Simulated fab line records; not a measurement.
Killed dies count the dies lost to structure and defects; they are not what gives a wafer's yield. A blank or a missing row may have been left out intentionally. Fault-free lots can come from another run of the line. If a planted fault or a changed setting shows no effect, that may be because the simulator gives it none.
A lot that was struck, set against a sound lot || flow n5_finfet || 14 steps out of a route of 1938
Sound: wafers L398.2, L398.5, L398.6. Struck: wafers L409.2, L409.5. The cause is given at the end.
Each step with rows lists, per side, the tool, then ch with its chambers, then its first start. Under that, the readings that differ: sound wafers || struck wafers || difference of the means || sigmas: that difference in standard deviations of wafers without a fault.
alike: readings with means less than 2 such deviations apart, plus words and numbers identical on both sides. not compared: withheld readings, readings lacking a value on some wafer, bounds such as >300 that could conceal the same value, and numbers that have no deviation in the record and whose values overlap.
The two part at a step that has a row with sigmas, a row that says differs or no value, or rows on one side only. Numbers that have no deviation but don't overlap get no sigmas and don't part them. A reading missing from all wafers of one side parts the sides only when that side holds two or more wafers.

first, 4 steps without rows for these wafers: N5_BEOL_M6_SOFTBAKE_06 (time 60 s); N5_BEOL_M6_EXPOSE_08 (exposes mask M6); N5_BEOL_M6_PEB_09 (peb time 60 s); N5_BEOL_M6_DEVELOP_10 (develop time 30 s).
N5_BEOL_M6_CD_MEAS_11 targets a cd of 38.5 nm.
  sound on cd_sem-01 ch 0, day 11 02:11; struck on cd_sem-02 ch 0, day 13 19:28
  alike: cd_nm
N5_BEOL_M6_OVL_MEAS_12:
  sound on overlay-02 ch 0, day 11 02:13; struck on overlay-01 ch 0, day 13 19:30
  alike: M6_OVL
N5_BEOL_M6_INSPECT_13: inspects for defects (brightfield).
  struck on defect_inspect-02, day 13 19:31; sound on defect_inspect-01, day 11 02:14
  alike: raw_defect_count
N5_BEOL_M6_DESCUM_16: chemistry O2, time 7.9 s.
  sound on rie_diel-02 ch 1,2, day 11 02:17; struck on rie_diel-01 ch 1,2, day 13 19:34
  alike: drypump_motor_current_A, oes_product_au, rf_fwd_power_W, rf_vpp_V, showerhead_plenum_p_Torr, throttle_valve_pct
  not compared: rf_hours_counter_h
N5_BEOL_M6_ETCH_61: etches SiARC in CF4, target depth 45.5 nm, time 75.8 s.
  sound on rie_diel-02 ch 1,2, day 11 02:19; struck on rie_diel-01 ch 1,2, day 13 19:35
  alike: drypump_motor_current_A, etch_rf_on_time_s, oes_product_au, rf_fwd_power_W, rf_vpp_V, showerhead_plenum_p_Torr, throttle_valve_pct
  not compared: rf_hours_counter_h
N5_BEOL_M6_ETCH_62: etches SOC in N2/H2, target depth 110 nm, overetch 22 nm, time 165 s.
  sound on rie_diel-02 ch 1,2, day 11 02:22; struck on rie_diel-01 ch 1,2, day 13 19:39
  alike: drypump_motor_current_A, oes_product_au, rf_fwd_power_W, rf_vpp_V, showerhead_plenum_p_Torr, throttle_valve_pct
  not compared: rf_hours_counter_h
then, 1 step without rows for these wafers: N5_BEOL_M6_STRIP_68 (strips in N2/H2).
N5_BEOL_M6_STRIP_67: strips in CF4.
  sound on rie_diel-02 ch 1,2, day 11 02:31; struck on rie_diel-01 ch 1,2, day 13 19:47
  alike: drypump_motor_current_A, oes_product_au, rf_vpp_V, showerhead_plenum_p_Torr, throttle_valve_pct
  not compared: rf_hours_counter_h
N5_BEOL_M6_HM_OPEN_17: chemistry Cl2/BCl3, target TiN, target depth 20 nm, overetch 6 nm.
  sound on rie_metal-03 ch 0,1, day 11 02:34; struck on rie_metal-03 ch 0, day 13 19:50
{"reading": "model.SOC_of_BEOL_M6_COAT_59.thk_nm (nm)", "sound": "92.2 92.4 92.4", "struck": "88.4 88.4", "difference": -3.9, "sigmas": ""}
  alike: drypump_motor_current_A, he_backside_leak_sccm, oes_product_au, rf_fwd_power_W, throttle_valve_pct
  not compared: rf_hours_counter_h
N5_BEOL_M6_STRIP_19: strips in O2.
  sound on rie_diel-01 ch 2,3, day 11 02:40; struck on rie_diel-02 ch 0,3, day 13 19:59
  alike: drypump_motor_current_A, oes_product_au, rf_vpp_V, showerhead_plenum_p_Torr, throttle_valve_pct
  not compared: rf_hours_counter_h

## WHERE THEY PART
Nowhere in this record.

WHY: what the simulator had put in
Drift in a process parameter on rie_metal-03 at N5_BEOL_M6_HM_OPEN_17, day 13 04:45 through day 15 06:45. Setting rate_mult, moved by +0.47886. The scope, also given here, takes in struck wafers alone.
